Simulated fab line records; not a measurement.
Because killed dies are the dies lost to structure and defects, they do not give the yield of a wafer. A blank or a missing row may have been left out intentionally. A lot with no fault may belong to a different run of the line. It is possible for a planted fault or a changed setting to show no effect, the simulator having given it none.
fab line records	flow n5-finfet
record lots=24	wafers=72	last-day=17
route steps=1938 shown BEOL_M10@1530 BEOL_M11@1552 BEOL_M12@1637 BEOL_M13@1689
lots that met no fault: taken from a fault-free run of the same line
start-h: start of the lot's first displayed wafer, in hours after the record's first day	wait-h: how many hours have passed since the lot's step before this one	" unchanged from the row above	L1.1+2: one row covering several wafers at once	- no value present, or no start provided	* or withheld: withheld	< > ~ a bound
route shown NAME@n: names a module that has steps shown in the file, with the first one's number in the route	usual: mean and standard deviation over wafers with no fault	same: alike in all rows	chamber/n: place in a boat	sites: the reading at each site	_std_site: their standard deviation	_edge_site: outer sites' mean less inner sites'	radius-mm: how far each site lies from the wafer's centre	mask NAME#n: copy n	behind: tool/chamber where the wafer was last shaped	hold: cause of the lot's hold/its duration in hours/its outcome	device: the transistor (n, p or np) that didn't switch	end of line: tests run on the same wafers once the route is complete	where a step has no rows: the recipe by itself	killed: dies that structure and defects cost at the first sort, which is not the same as the wafer's yield	map: a wafer's dies, marking killed ones x, the rest . and places with no die _
set.NAME: the run value of the setting; set.NAME@STEP: its run value at that earlier step	model.NAME: the simulator's own value behind a step, which no gauge read
the route's steps for a sample of lots (tables are steps, rows are wafers)
services: a tool's chamber out of use, with start hour (start-h, from the record's first day; less than 0 if before it), hours out, and reason
## steps
# step N5_BEOL_M10_CMP_52
# recipe stop-on=SiCOH_lowk	t-overpolish-s=7	down-force-psi=1	platen-rpm=50	clearing-platen-down-force-psi=1.5	clearing-platen-rpm=50	post-cmp-clean=cu-alkaline	target-thk-nm=140	clearing-platen-pad-velocity-m-s=0.99484	pad-velocity-m-s=0.99484
# usual barrier-field-endpoint-s=28.6/0.74	motor-current-A=5.9/0.64	overpolish-run-s=7.000/0.0096	time-to-endpoint-s=65/3.2
lot.wafer	tool	chamber	start-h	wait-h	barrier-field-endpoint-s	motor-current-A	overpolish-run-s	time-to-endpoint-s
L074.4	cmp-04	3	210.58	0.2	28.8	6.9	7.004	63
L074.2	"	1	"	"	29.5	6.3	7.003	66
L074.3	"	2	"	"	29.2	5.9	6.997	66
L076.2	cmp-03	0	215.50	0.3	27.5	5.1	6.991	60
L076.5	"	2	"	"	28.5	6.5	7.007	67
L076.6	"	3	"	"	28.7	5.6	7.024	63
L075.3	cmp-04	3	216.94	0.2	29.3	7.2	6.997	66
L075.6	"	1	"	"	29.1	6.6	7.019	65
L075.5	"	2	"	"	30.0	6.1	6.991	66
L077.2	cmp-02	2	232.11	0.3	28.7	5.4	7.008	70
L077.5	"	3	"	"	29.5	6.1	6.996	66
L077.6	"	0	"	"	28.2	6.2	7.016	62
L080.4	cmp-02	1	238.35	0.1	28.7	5.0	7.003	64
L080.1	"	0	"	"	28.3	6.1	6.997	67
L080.5	"	1	"	"	28.9	4.9	6.993	66
L079.3	cmp-04	3	241.95	0.2	27.4	7.1	7.009	57
L079.5	"	3	"	"	28.5	7.2	7.000	59
L079.6	"	0	"	"	28.3	5.9	7.002	59
L078.1	cmp-02	0	242.22	0.3	29.5	6.2	6.994	68
L078.3	"	1	"	"	28.8	4.9	7.000	66
L078.6	"	0	"	"	29.1	6.0	6.990	69
L081.2	cmp-02	0	253.96	0.2	28.7	5.8	7.010	66
L081.4	"	2	"	"	29.6	5.3	7.006	69
L081.6	"	1	"	"	29.4	4.8	7.003	66
L083.4	cmp-03	3	261.40	0.2	28.2	5.5	6.993	62
L083.6	"	2	"	"	29.3	6.3	6.987	68
L083.5	"	3	"	"	28.9	5.7	6.996	63
L082.2	cmp-04	1	263.06	0.2	28.6	6.6	6.996	62
L082.1	"	2	"	"	28.8	5.5	7.005	61
L082.4	"	0	"	"	28.7	6.2	7.012	65
L084.3	cmp-03	1	263.56	0.2	29.5	5.5	7.006	67
L084.4	"	3	"	"	28.8	5.8	7.008	65
L084.5	"	0	"	"	29.0	5.2	7.003	67
L085.2	cmp-03	1	274.40	0.2	28.6	5.2	7.021	65
L085.3	"	2	"	"	30.0	6.3	7.007	72
L085.6	"	2	"	"	30.3	6.4	7.004	70
L086.2	cmp-04	3	281.31	0.2	28.7	6.8	7.001	64
L086.4	"	0	"	"	28.2	5.6	7.011	63
L086.1	"	1	"	"	28.7	6.4	6.999	67
L087.3	cmp-03	2	285.42	0.2	29.3	6.1	6.987	69
L087.2	"	0	"	"	28.5	5.1	6.999	65
L087.6	"	3	"	"	28.2	5.8	6.996	66
L088.2	cmp-04	3	295.73	0.2	28.0	7.0	6.998	62
L088.1	"	0	"	"	28.3	5.9	6.993	62
L088.4	"	1	"	"	28.8	6.4	6.984	64
L090.1	cmp-03	3	296.54	0.3	28.1	5.7	6.977	64
L090.4	"	1	"	"	29.0	5.5	7.001	61
L090.6	"	2	"	"	29.9	6.3	7.001	69
L091.3	cmp-02	0	302.30	0.2	27.2	6.3	6.997	63
L091.4	"	1	"	"	28.1	4.9	6.987	63
L091.1	"	2	"	"	28.4	5.4	6.995	64
L089.1	cmp-02	3	302.85	0.3	29.5	6.3	6.999	69
L089.4	"	1	"	"	28.2	4.8	7.001	65
L089.6	"	3	"	"	28.3	6.5	7.002	66
L092.2	cmp-02	3	310.55	0.3	29.6	6.2	7.018	70
L092.4	"	0	"	"	28.2	6.2	6.991	63
L092.6	"	1	"	"	28.4	4.7	7.007	63
L093.1	cmp-04	2	313.41	0.3	28.1	5.8	6.997	62
L093.6	"	2	"	"	29.1	5.8	6.995	63
L093.5	"	3	"	"	27.8	7.2	7.004	59
L094.3	cmp-02	2	316.57	0.2	28.1	5.4	6.995	69
L094.2	"	3	"	"	29.2	6.3	6.995	68
L094.5	"	0	"	"	28.6	6.2	6.991	64
L095.2	cmp-02	1	324.91	0.2	27.3	4.7	7.006	61
L095.1	"	2	"	"	27.1	5.3	6.996	63
L095.4	"	3	"	"	28.2	6.7	6.993	66
L096.3	cmp-04	0	342.27	0.2	27.8	5.7	6.995	63
L096.4	"	1	"	"	28.4	6.4	7.000	65
L096.2	"	2	"	"	27.8	5.8	6.980	65
L097.2	cmp-02	3	353.58	0.2	28.7	6.8	6.997	66
L097.3	"	2	"	"	28.1	5.6	7.006	62
L097.6	"	3	"	"	28.6	6.3	6.988	65
# step N5_BEOL_M11_DESCUM_16
# recipe chemistry=O2	time-s=7.9	source-power-w=50	bias-power-w=20	pressure-mtorr=20	rf-frequency-hz=2.712e+07	temp-c=40	resist=CAR-ArF	o2-flow-sccm=225
# usual drypump-motor-current-A=5.7/0.55	oes-product-au=0.78/0.077	rf-vpp-V=243.1/1.6	showerhead-plenum-p-Torr=2.09/0.084	throttle-valve-pct=20.39/0.21
lot.wafer	tool	chamber	start-h	wait-h	drypump-motor-current-A	oes-product-au	rf-hours-counter-h	rf-vpp-V	showerhead-plenum-p-Torr	throttle-valve-pct
L074.2	rie-diel-05	3	212.76	0.0	5.8	0.70	220	243.2	2.18	20.30
L074.3	"	1	"	"	6.1	0.81	68	245.9	2.20	20.15
L074.4	"	2	"	"	6.7	0.80	111	243.8	2.20	19.98
L076.2	rie-diel-05	3	218.41	0.0	5.8	0.70	221	243.1	2.18	20.30
L076.5	"	2	"	"	6.7	0.80	-	245.0	2.20	20.02
L076.6	"	1	"	"	6.1	0.81	-	245.3	2.20	20.17
L075.3	rie-diel-01	0	219.70	0.0	4.9	0.85	71	243.7	2.12	20.51
L075.5	"	2	"	"	5.0	0.68	-	242.2	2.04	20.84
L075.6	"	0	"	"	4.9	0.85	-	243.6	2.12	20.52
L077.2	rie-diel-03	1	234.10	0.1	6.1	0.88	58	242.7	2.03	20.28
L077.5	"	2	"	"	5.1	0.74	-	239.9	2.01	20.44
L077.6	"	1	"	"	6.1	0.88	-	242.5	2.03	20.29
L080.1	rie-diel-01	3	241.91	0.0	5.3	0.68	223	242.1	1.98	20.43
L080.4	"	0	"	"	4.9	0.84	-	243.5	2.11	20.52
L080.5	"	3	"	"	5.3	0.68	-	240.8	1.98	20.42
L079.3	rie-diel-05	1	245.21	0.0	6.1	0.81	78	244.8	2.20	20.17
L079.5	"	0	"	"	5.6	0.75	-	239.8	1.95	20.58
L079.6	"	3	"	"	5.8	0.69	-	244.1	2.17	20.32
L078.1	rie-diel-03	0	245.38	0.0	5.9	0.71	182	242.4	2.09	20.67
L078.3	"	2	"	"	5.0	0.74	179	241.4	2.01	20.46
L078.6	"	2	"	"	5.1	0.74	-	241.4	2.01	20.43
L081.2	rie-diel-03	0	258.18	0.0	5.9	0.72	186	242.8	2.09	20.69
L081.4	"	1	"	"	6.1	0.87	-	240.8	2.03	20.32
L081.6	"	0	"	"	5.9	0.72	-	243.5	2.09	20.67
L083.4	rie-diel-03	3	263.67	0.0	5.4	0.99	0	243.9	2.16	20.16
L083.5	"	1	"	"	6.1	0.86	-	242.0	2.03	20.30
L083.6	"	2	"	"	5.0	0.74	-	240.6	2.01	20.45
L082.1	rie-diel-05	0	265.75	0.2	5.5	0.75	145	241.7	1.95	20.57
L082.2	"	1	"	"	6.1	0.80	84	245.1	2.20	20.19
L082.4	"	2	"	"	6.7	0.79	127	244.2	2.19	20.03
L084.3	rie-diel-03	1	265.82	0.1	6.1	0.87	70	242.2	2.03	20.30
L084.4	"	0	"	"	5.9	0.71	189	241.9	2.09	20.67
L084.5	"	1	"	"	6.1	0.87	-	242.7	2.03	20.31
L085.2	rie-diel-05	0	276.89	0.3	5.6	0.75	147	241.0	1.94	20.58
L085.3	"	1	"	"	6.1	0.79	87	244.5	2.20	20.18
L085.6	"	3	"	"	5.7	0.68	-	244.4	2.17	20.32
L086.1	rie-diel-05	1	283.84	0.0	6.1	0.80	89	244.4	2.20	20.20
L086.2	"	3	"	"	5.8	0.67	243	244.6	2.17	20.32
L086.4	"	2	"	"	6.7	0.79	133	245.6	2.19	20.03
L087.2	rie-diel-01	0	288.76	0.4	4.9	0.82	95	244.1	2.11	20.55
L087.3	"	3	"	"	5.3	0.67	237	240.5	1.97	20.45
L087.6	"	3	"	"	5.3	0.67	-	241.3	1.97	20.46
L088.1	rie-diel-03	0	298.83	0.3	5.9	0.70	199	243.0	2.09	20.70
L088.2	"	3	"	"	5.5	0.95	10	243.4	2.16	20.15
L088.4	"	1	"	"	6.1	0.85	81	242.9	2.03	20.31
L090.1	rie-diel-01	3	299.16	0.3	5.3	0.66	241	241.4	1.97	20.45
L090.4	"	0	"	"	4.9	0.81	99	241.7	2.11	20.55
L090.6	"	1	"	"	5.8	0.80	-	243.4	2.13	20.59
L091.1	rie-diel-05	3	306.37	0.0	5.7	0.68	249	243.8	2.17	20.34
L091.3	"	0	"	"	5.6	0.73	157	240.5	1.94	20.59
L091.4	"	1	"	"	6.1	0.79	96	244.9	2.19	20.19
L089.1	rie-diel-01	0	306.86	0.5	4.9	0.81	101	243.7	2.11	20.55
L089.4	"	1	"	"	5.8	0.81	83	244.3	2.12	20.59
L089.6	"	0	"	"	4.9	0.81	-	244.0	2.11	20.55
L092.2	rie-diel-01	0	312.56	0.0	4.9	0.82	103	242.9	2.11	20.56
L092.4	"	3	"	"	5.3	0.66	244	239.5	1.97	20.45
L092.6	"	2	"	"	5.0	0.94	-	243.0	2.03	20.49
L093.1	rie-diel-05	1	315.47	0.0	6.1	0.78	100	245.6	2.19	20.20
L093.5	"	1	"	"	6.1	0.79	-	244.2	2.19	20.22
L093.6	"	0	"	"	5.6	0.74	-	240.0	1.94	20.61
L094.2	rie-diel-01	1	321.13	0.0	5.8	0.80	88	242.6	2.12	20.59
L094.3	"	0	"	"	4.9	0.81	105	244.0	2.10	20.56
L094.5	"	1	"	"	5.8	0.80	-	242.2	2.12	20.60
L095.1	rie-diel-05	3	327.82	0.0	5.8	0.95	1	244.1	2.17	19.99
L095.2	"	2	"	"	6.7	0.77	149	245.4	2.18	20.05
L095.4	"	0	"	"	5.6	0.73	166	239.4	1.94	20.60
L096.2	rie-diel-03	0	344.53	0.0	5.9	0.70	214	243.4	2.08	20.72
L096.3	"	1	"	"	6.1	0.83	97	240.8	2.02	20.34
L096.4	"	2	"	"	5.0	0.72	-	241.9	2.00	20.48
L097.2	rie-diel-05	2	356.07	0.0	6.8	0.76	157	245.5	2.18	20.05
L097.3	"	3	"	"	5.8	0.91	9	243.2	2.16	20.01
L097.6	"	2	"	"	6.8	0.76	-	245.3	2.18	20.09
# step N5_BEOL_M11_CD_MEAS_35
# recipe target-cd-nm=70	polarity=opening
# usual cd-nm=70.0/0.72
lot.wafer	tool	chamber	start-h	wait-h	cd-nm
L074.2	cd-sem-03	-	214.59	0.0	69.2
L074.3	"	-	"	"	70.3
L074.4	"	-	"	"	70.7
L076.2	cd-sem-01	-	221.52	0.0	69.4
L076.5	"	-	"	"	69.9
L076.6	"	-	"	"	69.3
L075.3	cd-sem-02	-	221.76	0.0	70.2
L075.5	"	-	"	"	70.7
L075.6	"	-	"	"	69.5
L077.2	cd-sem-03	-	236.27	0.0	69.5
L077.5	"	-	"	"	69.6
L077.6	"	-	"	"	70.8
L080.1	cd-sem-03	-	244.58	0.0	69.8
L080.4	"	-	"	"	69.4
L080.5	"	-	"	"	70.8
L079.3	cd-sem-01	-	246.83	0.0	70.7
L079.5	"	-	"	"	71.5
L079.6	"	-	"	"	71.2
L078.1	cd-sem-02	-	249.09	0.0	69.8
L078.3	"	-	"	"	68.4
L078.6	"	-	"	"	69.2
L081.2	cd-sem-02	-	259.78	0.0	69.3
L081.4	"	-	"	"	69.2
L081.6	"	-	"	"	69.8
L083.4	cd-sem-01	-	265.39	0.0	70.5
L083.5	"	-	"	"	68.7
L083.6	"	-	"	"	69.0
L082.1	cd-sem-01	-	267.35	0.0	70.3
L082.2	"	-	"	"	69.3
L082.4	"	-	"	"	68.9
L084.3	cd-sem-02	-	267.67	0.0	70.1
L084.4	"	-	"	"	69.7
L084.5	"	-	"	"	70.1
L085.2	cd-sem-02	-	279.16	0.0	70.8
L085.3	"	-	"	"	70.6
L085.6	"	-	"	"	70.1
L086.1	cd-sem-02	-	285.59	0.0	69.7
L086.2	"	-	"	"	70.0
L086.4	"	-	"	"	69.0
L087.2	cd-sem-03	-	290.80	0.0	70.1
L087.3	"	-	"	"	69.8
L087.6	"	-	"	"	69.6
L088.1	cd-sem-01	-	300.56	0.0	70.8
L088.2	"	-	"	"	69.7
L088.4	"	-	"	"	70.3
L090.1	cd-sem-01	-	301.02	0.0	69.9
L090.4	"	-	"	"	69.6
L090.6	"	-	"	"	69.4
L091.1	cd-sem-01	-	308.06	0.0	69.9
L091.3	"	-	"	"	70.3
L091.4	"	-	"	"	69.0
L089.1	cd-sem-03	-	309.00	0.0	70.1
L089.4	"	-	"	"	69.9
L089.6	"	-	"	"	70.5
L092.2	cd-sem-01	-	314.15	0.0	69.3
L092.4	"	-	"	"	69.9
L092.6	"	-	"	"	70.2
L093.1	cd-sem-02	-	320.56	0.0	69.0
L093.5	"	-	"	"	68.2
L093.6	"	-	"	"	70.1
L094.2	cd-sem-03	-	322.95	0.0	69.7
L094.3	"	-	"	"	69.6
L094.5	"	-	"	"	70.0
L095.1	cd-sem-01	-	329.44	0.0	70.1
L095.2	"	-	"	"	70.7
L095.4	"	-	"	"	71.0
L096.2	cd-sem-03	-	346.14	0.0	69.9
L096.3	"	-	"	"	71.6
L096.4	"	-	"	"	70.8
L097.2	cd-sem-01	-	358.95	0.0	69.7
L097.3	"	-	"	"	69.9
L097.6	"	-	"	"	69.6
# step N5_BEOL_M12_ETCH_68
# recipe chemistry=N2/H2	target=SOC	mask-material=SiARC	source-w=3000	bias-w=350	temp-c=40	time-s=285	ion-energy-ev=200	pressure-mtorr=30	n2-flow-sccm=200	h2-flow-sccm=200
# usual drypump-motor-current-A=5.7/0.4	oes-product-au=0.80/0.094	rf-vpp-V=523.6/2.4	showerhead-plenum-p-Torr=2.53/0.078	throttle-valve-pct=17.84/0.19
lot.wafer	tool	chamber	start-h	wait-h	drypump-motor-current-A	oes-product-au	rf-hours-counter-h	rf-vpp-V	showerhead-plenum-p-Torr	throttle-valve-pct
L074.2	rie-diel-06	1	221.54	0.1	6.1	0.69	254	525.3	2.59	18.03
L074.3	"	2	"	"	5.3	0.70	231	520.5	2.40	18.04
L074.4	"	1	"	"	6.1	0.69	-	526.4	2.59	18.02
L076.2	rie-diel-04	0	227.14	0.1	6.1	0.78	121	519.9	2.44	17.63
L076.5	"	3	"	"	5.7	0.71	-	525.0	2.51	18.06
L076.6	"	2	"	"	6.4	0.72	-	521.2	2.43	17.80
L075.3	rie-diel-04	1	228.03	0.1	5.4	0.86	73	526.3	2.57	17.83
L075.5	"	0	"	"	6.2	0.77	-	521.2	2.44	17.63
L075.6	"	1	"	"	5.4	0.86	-	525.8	2.57	17.84
L077.2	rie-diel-04	2	241.34	0.1	6.4	0.72	209	519.8	2.43	17.83
L077.5	"	2	"	"	6.4	0.72	-	520.8	2.43	17.84
L077.6	"	3	"	"	5.7	0.71	-	522.8	2.51	18.09
L080.1	rie-diel-04	1	248.72	0.1	5.4	0.84	82	523.3	2.57	17.84
L080.4	"	0	"	"	6.1	0.76	130	520.8	2.43	17.65
L080.5	"	3	"	"	5.6	0.70	-	525.1	2.51	18.09
L079.3	rie-diel-04	3	252.29	0.1	5.7	0.70	226	522.8	2.51	18.08
L079.5	"	3	"	"	5.7	0.70	-	521.8	2.51	18.10
L079.6	"	0	"	"	6.2	0.77	-	521.1	2.43	17.65
L078.1	rie-diel-02	1	253.50	0.1	5.5	0.69	228	527.7	2.62	18.08
L078.3	"	2	"	"	5.0	0.69	228	523.6	2.50	17.88
L078.6	"	0	"	"	5.3	0.84	-	524.2	2.58	18.02
L081.2	rie-diel-02	2	263.84	0.1	5.0	0.69	231	521.8	2.50	17.89
L081.4	"	1	"	"	5.6	0.69	231	525.6	2.62	18.08
L081.6	"	0	"	"	5.3	0.84	-	524.2	2.58	18.00
L083.4	rie-diel-04	0	269.66	0.1	6.1	0.76	138	520.4	2.43	17.65
L083.5	"	0	"	"	6.2	0.76	-	522.4	2.43	17.68
L083.6	"	1	"	"	5.4	0.84	-	524.7	2.56	17.86
L082.1	rie-diel-04	3	273.43	0.1	5.6	0.69	234	523.9	2.50	18.12
L082.2	"	0	"	"	6.1	0.75	140	521.3	2.43	17.68
L082.4	"	2	"	"	6.4	0.70	220	519.2	2.42	17.86
L084.3	rie-diel-06	0	273.46	0.1	5.9	0.95	21	525.4	2.57	17.49
L084.4	"	2	"	"	5.3	0.69	249	519.5	2.39	18.07
L084.5	"	0	"	"	5.9	0.94	-	523.7	2.56	17.48
L085.2	rie-diel-06	1	283.40	0.1	6.1	0.93	11	525.0	2.59	17.58
L085.3	"	3	"	"	5.9	0.92	20	521.7	2.49	17.92
L085.6	"	1	"	"	6.1	0.93	-	524.5	2.59	17.59
L086.1	rie-diel-06	3	291.11	0.1	5.9	0.90	23	522.0	2.49	17.91
L086.2	"	1	"	"	6.1	0.93	14	525.6	2.59	17.58
L086.4	"	0	"	"	6.0	0.92	-	524.7	2.56	17.48
L087.2	rie-diel-06	1	295.39	0.1	6.1	0.93	15	525.1	2.59	17.58
L087.3	"	2	"	"	5.3	0.99	2	529.7	2.71	17.63
L087.6	"	2	"	"	5.3	0.99	-	528.7	2.71	17.64
L088.1	rie-diel-02	3	305.08	0.1	5.7	0.80	104	525.7	2.66	17.76
L088.2	"	2	"	"	5.0	0.69	242	521.9	2.50	17.90
L088.4	"	1	"	"	5.5	0.68	248	524.9	2.61	18.12
L090.1	rie-diel-02	2	305.93	0.1	5.0	0.69	242	521.5	2.50	17.91
L090.4	"	0	"	"	5.3	0.82	93	522.5	2.57	18.03
L090.6	"	1	"	"	5.5	0.69	-	524.9	2.61	18.12
L091.1	rie-diel-04	1	312.61	0.1	5.4	0.81	106	525.5	2.56	17.89
L091.3	"	3	"	"	5.7	0.68	248	523.6	2.50	18.14
L091.4	"	0	"	"	6.1	0.74	155	522.0	2.42	17.69
L089.1	rie-diel-02	2	313.58	0.1	5.0	0.68	246	522.6	2.49	17.92
L089.4	"	2	"	"	5.0	0.69	-	523.6	2.49	17.91
L089.6	"	3	"	"	5.8	0.78	-	527.0	2.66	17.79
L092.2	rie-diel-04	2	318.16	0.1	6.4	0.70	233	520.1	2.42	17.87
L092.4	"	0	"	"	6.1	0.74	156	521.6	2.42	17.72
L092.6	"	3	"	"	5.7	0.69	-	521.1	2.50	18.13
L093.1	rie-diel-02	0	325.33	0.1	5.3	0.82	102	524.3	2.57	18.05
L093.5	"	2	"	"	5.0	0.69	-	524.0	2.49	17.93
L093.6	"	0	"	"	5.3	0.80	-	525.1	2.57	18.07
L094.2	rie-diel-04	1	327.55	0.1	5.4	0.81	112	524.3	2.55	17.90
L094.3	"	0	"	"	6.2	0.74	160	521.2	2.42	17.71
L094.5	"	1	"	"	5.4	0.81	-	525.4	2.55	17.91
L095.1	rie-diel-02	3	352.16	0.1	5.8	0.75	124	527.6	2.65	17.82
L095.2	"	1	"	"	5.6	0.94	10	524.6	2.61	17.68
L095.4	"	0	"	"	5.3	0.79	113	523.8	2.56	18.08
L096.2	rie-diel-06	0	352.20	0.1	5.9	0.89	51	522.6	2.55	17.54
L096.3	"	2	"	"	5.3	0.92	22	528.0	2.70	17.69
L096.4	"	1	"	"	6.1	0.87	37	525.2	2.58	17.62
L097.2	rie-diel-06	3	363.16	0.1	5.9	0.86	49	522.4	2.47	17.98
L097.3	"	1	"	"	6.1	0.87	42	523.8	2.57	17.64
L097.6	"	0	"	"	5.9	0.88	-	524.5	2.55	17.53
# step N5_BEOL_M12_THK_MEAS_50
# recipe thk-meas-gauge=xrf	reads=Cu_of_BEOL_M12_ECD_47
# usual M12_THK=324/7.1
lot.wafer	tool	chamber	start-h	wait-h	M12_THK[nm]
L074.2	film-metro-01	-	223.43	-	308
L074.3	"	-	"	"	314
L074.4	"	-	"	"	306
L076.2	film-metro-01	-	229.38	-	318
L076.5	"	-	"	"	314
L076.6	"	-	"	"	317
L075.3	film-metro-01	-	230.25	-	327
L075.5	"	-	"	"	328
L075.6	"	-	"	"	324
L077.2	film-metro-02	-	246.09	-	322
L077.5	"	-	"	"	320
L077.6	"	-	"	"	320
L080.1	film-metro-01	-	250.99	-	325
L080.4	"	-	"	"	321
L080.5	"	-	"	"	318
L079.3	film-metro-02	-	254.07	-	321
L079.5	"	-	"	"	319
L079.6	"	-	"	"	327
L078.1	film-metro-01	-	259.28	-	316
L078.3	"	-	"	"	314
L078.6	"	-	"	"	325
L081.2	film-metro-01	-	267.37	-	319
L081.4	"	-	"	"	327
L081.6	"	-	"	"	333
L083.4	film-metro-01	-	274.05	-	317
L083.5	"	-	"	"	318
L083.6	"	-	"	"	320
L082.1	film-metro-02	-	275.45	-	318
L082.2	"	-	"	"	331
L082.4	"	-	"	"	322
L084.3	film-metro-01	-	275.92	-	331
L084.4	"	-	"	"	318
L084.5	"	-	"	"	330
L085.2	film-metro-02	-	286.30	-	330
L085.3	"	-	"	"	328
L085.6	"	-	"	"	333
L086.1	film-metro-02	-	294.24	-	334
L086.2	"	-	"	"	340
L086.4	"	-	"	"	342
L087.2	film-metro-02	-	297.97	-	332
L087.3	"	-	"	"	336
L087.6	"	-	"	"	339
L088.1	film-metro-01	-	307.53	-	318
L088.2	"	-	"	"	315
L088.4	"	-	"	"	317
L090.1	film-metro-01	-	307.93	-	317
L090.4	"	-	"	"	329
L090.6	"	-	"	"	321
L091.1	film-metro-02	-	314.81	-	329
L091.3	"	-	"	"	321
L091.4	"	-	"	"	324
L089.1	film-metro-01	-	315.54	-	311
L089.4	"	-	"	"	313
L089.6	"	-	"	"	318
L092.2	film-metro-02	-	322.37	-	314
L092.4	"	-	"	"	320
L092.6	"	-	"	"	314
L093.1	film-metro-01	-	327.14	-	332
L093.5	"	-	"	"	318
L093.6	"	-	"	"	330
L094.2	film-metro-01	-	329.79	-	326
L094.3	"	-	"	"	322
L094.5	"	-	"	"	323
L095.1	film-metro-02	-	354.61	-	319
L095.2	"	-	"	"	331
L095.4	"	-	"	"	325
L096.2	film-metro-01	-	354.81	-	323
L096.3	"	-	"	"	331
L096.4	"	-	"	"	321
L097.2	film-metro-02	-	367.40	-	334
L097.3	"	-	"	"	335
L097.6	"	-	"	"	334
# step N5_BEOL_M13_CD_MEAS_28
# recipe target-cd-nm=209.5	landing-energy-ev=500	detector=se-inlens
# usual cd-nm=210.4/1.1
lot.wafer	tool	chamber	start-h	wait-h	cd-nm
L074.2	cd-sem-03	0	225.05	-	211.1
L074.3	"	0	"	"	210.5
L074.4	"	0	"	"	210.2
L076.2	cd-sem-02	0	231.42	-	210.1
L076.5	"	0	"	"	209.3
L076.6	"	0	"	"	210.7
L075.3	cd-sem-02	0	232.14	-	208.3
L075.5	"	0	"	"	210.0
L075.6	"	0	"	"	210.1
L077.2	cd-sem-01	0	247.80	-	210.0
L077.5	"	0	"	"	208.8
L077.6	"	0	"	"	208.9
L080.1	cd-sem-02	0	252.61	-	209.9
L080.4	"	0	"	"	212.6
L080.5	"	0	"	"	210.2
L079.3	cd-sem-01	0	255.84	-	210.8
L079.5	"	0	"	"	210.9
L079.6	"	0	"	"	210.9
L078.1	cd-sem-01	0	260.87	-	211.1
L078.3	"	0	"	"	211.4
L078.6	"	0	"	"	212.3
L081.2	cd-sem-02	0	268.99	-	209.0
L081.4	"	0	"	"	210.3
L081.6	"	0	"	"	210.0
L083.4	cd-sem-02	0	275.77	-	209.2
L083.5	"	0	"	"	210.3
L083.6	"	0	"	"	209.4
L082.1	cd-sem-02	0	277.17	-	211.9
L082.2	"	0	"	"	210.9
L082.4	"	0	"	"	211.0
L084.3	cd-sem-01	0	277.67	-	212.0
L084.4	"	0	"	"	211.5
L084.5	"	0	"	"	210.3
L085.2	cd-sem-01	0	288.14	-	209.7
L085.3	"	0	"	"	211.7
L085.6	"	0	"	"	210.2
L086.1	cd-sem-03	0	295.96	-	212.0
L086.2	"	0	"	"	210.5
L086.4	"	0	"	"	212.2
L087.2	cd-sem-02	0	299.85	-	210.5
L087.3	"	0	"	"	211.4
L087.6	"	0	"	"	210.8
L088.1	cd-sem-01	0	309.37	-	212.0
L088.2	"	0	"	"	210.3
L088.4	"	0	"	"	210.1
L090.1	cd-sem-03	0	310.17	-	211.8
L090.4	"	0	"	"	210.5
L090.6	"	0	"	"	211.2
L091.1	cd-sem-02	0	316.70	-	210.8
L091.3	"	0	"	"	211.1
L091.4	"	0	"	"	212.3
L089.1	cd-sem-03	0	317.13	-	209.4
L089.4	"	0	"	"	209.4
L089.6	"	0	"	"	209.1
L092.2	cd-sem-03	0	324.26	-	211.6
L092.4	"	0	"	"	210.6
L092.6	"	0	"	"	212.0
L093.1	cd-sem-01	0	328.98	-	208.7
L093.5	"	0	"	"	209.5
L093.6	"	0	"	"	208.5
L094.2	cd-sem-01	0	331.66	-	209.7
L094.3	"	0	"	"	210.3
L094.5	"	0	"	"	210.3
L095.1	cd-sem-01	0	356.32	-	210.2
L095.2	"	0	"	"	209.4
L095.4	"	0	"	"	209.3
L096.2	cd-sem-03	0	356.51	-	208.5
L096.3	"	0	"	"	208.7
L096.4	"	0	"	"	211.3
L097.2	cd-sem-03	0	369.86	-	210.0
L097.3	"	0	"	"	209.0
L097.6	"	0	"	"	209.1
## services
tool	chamber	start-h	hours	kind
cmp-04	-	187.98	1.9	repair
cmp-02	-	188.39	11.7	pm
rie-diel-02	-	192.75	0.2	repair
cmp-02	-	200.59	4.0	pm
rie-diel-04	0	208.52	8.1	repair
rie-diel-01	3	211.88	14.8	repair
rie-diel-06	-	224.00	4.3	pm
cmp-03	-	228.10	0.5	repair
rie-diel-03	3	232.01	2.0	repair
cmp-02	-	237.54	0.3	repair
rie-diel-02	2	266.21	11.0	repair
rie-diel-03	3	266.40	4.3	repair
rie-diel-04	-	279.19	1.3	repair
rie-diel-04	2	280.55	4.1	repair
rie-diel-05	3	288.80	4.2	repair
rie-diel-03	0	289.36	5.6	repair
cmp-04	-	316.37	0.6	repair
rie-diel-06	-	319.94	0.8	repair
rie-diel-01	1	326.54	5.2	repair
rie-diel-03	3	343.39	5.5	repair
cmp-04	-	351.75	4.9	pm
cmp-02	-	358.16	3.7	pm
rie-diel-03	2	358.84	8.7	repair
rie-diel-03	1	362.26	7.0	repair
## key
fault none
